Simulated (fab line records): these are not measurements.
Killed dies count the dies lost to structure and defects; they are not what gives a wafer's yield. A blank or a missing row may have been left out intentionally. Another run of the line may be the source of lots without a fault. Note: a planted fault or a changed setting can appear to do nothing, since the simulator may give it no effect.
Which tool was responsible?    flow nand_harc    route of 1302 steps, sampled at 1 step: 12 lots, 36 wafers

WHAT EACH GAUGE READ, for each wafer
NHARC_A_CONTACT_CD_MEAS_15.
lot   measured      on         cd_nm (nm)
L077  day 23 09:11  cd_sem-01  190.3 190.3 190.7
L075  day 23 12:54  cd_sem-01  189.7 188.9 188.9
L080  day 24 23:52  cd_sem-01  189.8 189.3 189.2
L082  day 25 22:53  cd_sem-03  190.3 189.9 190.5
L083  day 26 04:15  cd_sem-03  189.9 190.5 190.2
L084  day 26 22:27  cd_sem-02  190.1 189.8 190.5
L087  day 27 04:58  cd_sem-01  189.7 189.5 190.2
L090  day 29 01:25  cd_sem-03  189.2 189.5 189.7
L092  day 29 22:34  cd_sem-03  189.4 189.9 190.3
L093  day 30 15:11  cd_sem-03  189.8 189.8 190.0
L097  day 32 02:52  cd_sem-03  190.1 189.9 189.6
L096  day 32 12:11  cd_sem-01  190.9 190.3 190.7

WHICH TOOL RAN EACH LOT (tool, then ch and the chambers of the sampled wafers, then the start)
The record holds no process step before these readings.

THE ANSWER, worked out from the rows above alone
Rule: the usual values come from the lots themselves. The widest of any qualifying gaps counts: lots, ordered by their means at a reading, are off when they make up no more than a third of the lots, leave a main group of 4 or more, and stand apart from it by 3 or more times the standard deviation of that group's means. Not used: any main group whose means are identical at the precision the tables above print for the reading. Also off: a lot with no number at a reading for which 4 or more lots have one. Where the step has rows for the other lots, those lots are counted as sound.
None of the lots is off at any reading shown; this tells nothing.

WHAT THE SIMULATOR HAD INSERTED
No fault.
